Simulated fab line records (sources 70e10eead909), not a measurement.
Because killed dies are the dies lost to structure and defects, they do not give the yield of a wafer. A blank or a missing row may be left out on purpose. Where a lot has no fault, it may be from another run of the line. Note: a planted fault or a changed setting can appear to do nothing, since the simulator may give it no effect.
Matching of chambers | flow nand harc | NHARC_A_ZERO_WELL_ETCH_19 on rie diel-04 has 4 sister chambers
The step etches the open film in N2/H2, target depth 80 nm, overetch 24 nm, time 87.88 s. 20 wafers are shown with their chamber, then 9 later ones without.

== WAFERS PAIRED WITH THEIR CHAMBERS ==
wafer  | chamber | drypump motor current A (A) | rf vpp V (V) | oes product au (a.u.)
L954.2 | 3       | 5.69                        | 433.8        | 1.005
L954.5 | 1       | 5.71                        | 426.4        | 0.985
L954.6 | 0       | 5.65                        | 434.1        | 0.987
L956.2 | 3       | 5.68                        | 434.4        | 0.999
L956.5 | 1       | 5.72                        | 426.8        | 0.988
L956.6 | 2       | 5.25                        | 431.6        | 0.996
L964.1 | 2       | 5.24                        | 430.6        | 0.993
L964.6 | 2       | 5.25                        | 430.7        | 0.977
L966.1 | 3       | 5.68                        | 434.2        | 1.005
L966.4 | 2       | 5.24                        | 429.3        | 0.980
L966.5 | 3       | 5.69                        | 434.8        | 1.003
L968.1 | 0       | 5.61                        | 433.2        | 0.986
L968.4 | 2       | 5.25                        | 430.6        | 0.989
L968.6 | 1       | 5.72                        | 427.0        | 1.000
L970.1 | 0       | 5.65                        | 433.3        | 0.990
L970.2 | 2       | 5.25                        | 431.1        | 0.997
L970.6 | 3       | 5.71                        | 432.1        | 1.007
L971.1 | 0       | 5.64                        | 431.2        | 0.994
L971.3 | 2       | 5.25                        | 431.2        | 0.999
L971.6 | 0       | 5.65                        | 433.3        | 0.997

SIGNATURES (averages over the wafers above)
reading                 | chamber 0 | chamber 1 | chamber 2 | chamber 3 | scatter within a chamber
drypump motor current A | 5.6400    | 5.7167    | 5.2471    | 5.6900    | 0.0112
rf vpp V                | 433.020   | 426.733   | 430.729   | 433.860   | 0.882
oes product au          | 0.99080   | 0.99100   | 0.99014   | 1.00380   | 0.00659
Rule: a wafer's distance from a chamber is the root of the sum, over the readings, of the square of ((its reading less the chamber's mean) divided by the reading's scatter). If the next closest chamber is less than 2 further off than the closest, the wafer can't be placed; otherwise it belongs to the closest. How the scatter is found: for the shown wafers, subtract from each reading the mean of its chamber, square and add these, divide the total by (wafers less chambers), then take the root.

== WAFERS WITHOUT THEIR CHAMBER ==
wafer  | drypump motor current A (A) | rf vpp V (V) | oes product au (a.u.)
L972.2 | 5.71                        | 426.4        | 0.988
L972.4 | 5.67                        | 434.4        | 0.990
L972.5 | 5.23                        | 431.5        | 0.992
L974.1 | 5.70                        | 427.4        | 0.982
L974.2 | 5.63                        | 432.9        | 0.976
L974.6 | 5.63                        | 432.6        | 0.990
L975.3 | 5.24                        | 430.4        | 0.980
L975.4 | 5.69                        | 433.1        | 1.006
L975.6 | 5.68                        | 434.4        | 1.007

== WHICH CHAMBER EACH WENT THROUGH ==
wafer  | from the rows above     | in truth
L972.2 | 1                       | 1
L972.4 | can't be placed: 3 or 0 | 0
L972.5 | 2                       | 2
L974.1 | 1                       | 1
L974.2 | 0                       | 0
L974.6 | 0                       | 0
L975.3 | 2                       | 2
L975.4 | 3                       | 3
L975.6 | 3                       | 3
Placed correctly: 8 of 9. From these rows, 1 cannot be placed; in 1 the true chamber is one of the candidates. Number placed wrongly: 0.
